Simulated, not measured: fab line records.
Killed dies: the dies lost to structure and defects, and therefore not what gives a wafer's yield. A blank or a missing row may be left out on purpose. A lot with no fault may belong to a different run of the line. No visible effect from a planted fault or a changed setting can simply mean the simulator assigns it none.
Comparing a struck lot with a sound one :: flow n5-finfet :: 37 out of 1938 route steps
Sound: the wafers L560.1, L560.5, L560.6. Struck: wafer L567.5. (L567.1 of the same lot was not struck and is left out.) The cause comes at the end.
At each step with rows: each side's tool, then ch and its chambers, then its first start. Under that, the readings that differ: sound wafers :: struck wafers :: difference of the means :: sigmas: that difference in standard deviations of wafers without a fault.
alike: same words and numbers on both sides, and readings whose means sit less than 2 such deviations apart. not compared: any withheld reading, any reading some wafer has no value for, any bound like >300 that may hide the same value, and any number with overlapping values for which the record gives no deviation.
Wherever a step has rows on one side only, a row that says differs or no value, or a row with sigmas, the two part there. Numbers that have no deviation but don't overlap get no sigmas and don't part them. Lack of a reading on every wafer of one side parts them only where that side has two or more wafers.

first, 9 steps without rows for these wafers: N5_MOL_CONTACT_COAG_COAT_78 (resist thk 40 nm); N5_MOL_CONTACT_COAG_EBR_80; N5_MOL_CONTACT_COAG_SOFTBAKE_79 (time 60 s); N5_MOL_CONTACT_COAG_EXPOSE_81 (exposes mask VG, defocus 0 nm); N5_MOL_CONTACT_COAG_PEB_82 (peb time 60 s); N5_MOL_CONTACT_COAG_DEVELOP_83 (develop time 30 s); N5_MOL_CONTACT_COAG_DESCUM_88 (chemistry O2, time 7 s); N5_MOL_CONTACT_COAG_ETCH_89 (etches underlayer in N2/H2, target depth 13 nm, time 10.4 s); N5_MOL_CONTACT_COAG_ETCH_90 (etches SiARC in CF4, target depth 13 nm, time 21.7 s).
N5_MOL_CONTACT_COAG_ALD_131: deposits SiO2, target thk 5 nm, pulse time 1 s, co reactant pulse time 1 s.
  sound on ald-sin-02 ch 0,1,3, day 6 10:57; struck on ald-sin-02 ch 1, day 8 07:40
reading: ald-cycles
sound: 35 35 35
struck: 55
difference: +20
sigmas: 

reading: model.SiO2_of_MOL_CONTACT_COAG_ALD_131.thk-nm (nm)
sound: 5 5 5
struck: 7.8
difference: +2.8
sigmas: 
  alike: heater-power-w, precursor-pulse-height-rel
then, 25 steps without rows for these wafers: N5_MOL_CONTACT_COAG_ETCHBACK_132 (etches SiO2 in CHF3, target depth 10 nm, time 6.7 s); N5_MOL_CONTACT_COAG_ETCH_91 (etches SOC in N2/H2, target depth 60 nm, overetch 21 nm, time 101.2 s); N5_MOL_CONTACT_COAG_STRIP_92 (strips in N2/H2); N5_MOL_CONTACT_COAG_STRIP_93 (strips in N2/H2); N5_MOL_CONTACT_COAG_ETCHBACK_135 (etches SiO2 in CHF3, target depth 25 nm, time 16.7 s); N5_MOL_CONTACT_COAG_STRIP_118 (strips in CHF3); N5_MOL_CONTACT_COAG_VIA_ETCH_46 (etches SiO2 in C4F6/O2, target depth 46 nm, overetch 9.2 nm, time 40 s); N5_MOL_CONTACT_COAG_STRIP_96 (strips in N2/H2); N5_MOL_CONTACT_COAG_ETCH_47 (etches SiNx in CH3F/O2, stops on W, target depth 27 nm); N5_MOL_CONTACT_COAG_STRIP_119 (strips in N2/H2, time 30 s); N5_MOL_CONTACT_COAG_PRECLEAN_144 (cleans in alkaline clean, time 60 s); N5_MOL_CONTACT_COAG_SRD_145 (time 30 s); N5_MOL_CONTACT_COAG_COAT_62 (time 60 s, resist thk 60 nm); N5_MOL_CONTACT_COAG_COAT_63 (time 60 s, resist thk 10 nm); N5_MOL_CONTACT_COAG_COAT_64 (time 60 s, resist thk 10 nm); N5_MOL_CONTACT_COAG_COAT_34 (resist thk 40 nm); N5_MOL_CONTACT_COAG_EBR_36; N5_MOL_CONTACT_COAG_SOFTBAKE_35 (time 60 s); N5_MOL_CONTACT_COAG_EXPOSE_37 (exposes mask VD, defocus 0 nm); N5_MOL_CONTACT_COAG_PEB_38 (peb time 60 s); N5_MOL_CONTACT_COAG_DEVELOP_39 (develop time 30 s); N5_MOL_CONTACT_COAG_DESCUM_45 (chemistry O2, time 7 s); N5_MOL_CONTACT_COAG_ETCH_65 (etches underlayer in N2/H2, target depth 13 nm, time 10.4 s); N5_MOL_CONTACT_COAG_ETCH_66 (etches SiARC in CF4, target depth 13 nm, time 21.7 s); N5_MOL_CONTACT_COAG_ALD_133 (deposits SiO2, target thk 5 nm, pulse time 1 s, co reactant pulse time 1 s).
N5_BEOL_M4_RC_MEAS_101:
  the record has rows for the sound wafers here (prober-01 ch 0, day 9 05:29) and none for the struck ones
-- a jump in the record: the struck wafers' starts before and after are 7 days apart (it breaks off in module BEOL_M4 and resumes in module PASSIVATION, where the first step shown is number 1936 of the route) --
N5_PASSIVATION_PROBE_49:
  the record has rows for the struck wafers here (prober-01, day 15 15:36) and none for the sound ones

== WHERE THEY PART ==
At N5_BEOL_M4_RC_MEAS_101 first; at N5_PASSIVATION_PROBE_49 last (within this record only).

WHY: the cause the simulator had injected
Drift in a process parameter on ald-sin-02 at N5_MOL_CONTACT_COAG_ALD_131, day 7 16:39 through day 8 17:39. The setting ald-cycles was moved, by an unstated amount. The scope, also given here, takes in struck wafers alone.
